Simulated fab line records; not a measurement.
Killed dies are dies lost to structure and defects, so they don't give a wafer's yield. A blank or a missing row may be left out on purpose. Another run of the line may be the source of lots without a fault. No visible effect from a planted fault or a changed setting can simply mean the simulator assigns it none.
Which tool was responsible? | flow nand-harc | 7 lots, 21 wafers sampled, at 3 steps of a route of 1302

## WHAT THE GAUGES SHOWED, per wafer
NHARC_A_M0_CD_MEAS_09: the cd target is 80 nm.
lot  | measured     | on        | cd-nm (nm)
L615 | day 23 11:59 | cd-sem-02 | 80.1 80.1 80.2
L616 | day 23 18:03 | cd-sem-02 | 79.3 79.5 79.7
L620 | day 25 09:47 | cd-sem-02 | 80.2 80.4 80.4
L627 | day 28 05:44 | cd-sem-01 | 49.7 49.7 50.4
L628 | day 28 15:23 | cd-sem-01 | 56.2 56.1 55.9
L629 | day 29 01:42 | cd-sem-01 | 59.8 59.7 59.5
L632 | day 30 20:34 | cd-sem-03 | 80.8 80.6 80.8

## EACH LOT AND THE TOOL THAT RAN IT (in order: tool; ch and the chambers of the sampled wafers; start)
lot  | NHARC_A_BLC_DESCUM_15              | NHARC_A_M0_EXPOSE_06
L615 | rie-diel-13 ch 1,3, day 23 08:07   | arfi-scanner-03 ch 0, day 23 11:51
L616 | rie-diel-04 ch 0,2,3, day 23 14:11 | arfi-scanner-03 ch 0, day 23 17:55
L620 | rie-diel-13 ch 1,2,3, day 25 05:32 | arfi-scanner-03 ch 0, day 25 09:39
L627 | rie-diel-13 ch 0,1,3, day 28 01:25 | arfi-scanner-01 ch 0, day 28 05:35
L628 | rie-diel-04 ch 1,2,3, day 28 11:34 | arfi-scanner-01 ch 0, day 28 15:15
L629 | rie-diel-04 ch 1,2,3, day 28 21:52 | arfi-scanner-01 ch 0, day 29 01:34
L632 | rie-diel-13 ch 0,2, day 30 16:32   | arfi-scanner-02 ch 0, day 30 20:26
- NHARC_A_BLC_DESCUM_15: chemistry O2, time 3 s.
- NHARC_A_M0_EXPOSE_06: exposes mask A M0, target cd 80 nm.

## THE ANSWER, worked out from the rows above alone
Rule: the usual values come from the lots themselves. The widest of any qualifying gaps counts: lots, ordered by their means at a reading, are off when they make up no more than a third of the lots, leave a main group of 4 or more, and stand apart from it by 3 or more times the standard deviation of that group's means. Not used: any main group whose means are identical at the precision the tables above print for the reading. A lot without any number at a reading at which 4 lots or more have one is off too. Any other lot the step has rows for is counted as sound.
No lot is off on any of the readings shown, so nothing can be concluded from this.

## WHAT THE SIMULATOR HAD INSERTED
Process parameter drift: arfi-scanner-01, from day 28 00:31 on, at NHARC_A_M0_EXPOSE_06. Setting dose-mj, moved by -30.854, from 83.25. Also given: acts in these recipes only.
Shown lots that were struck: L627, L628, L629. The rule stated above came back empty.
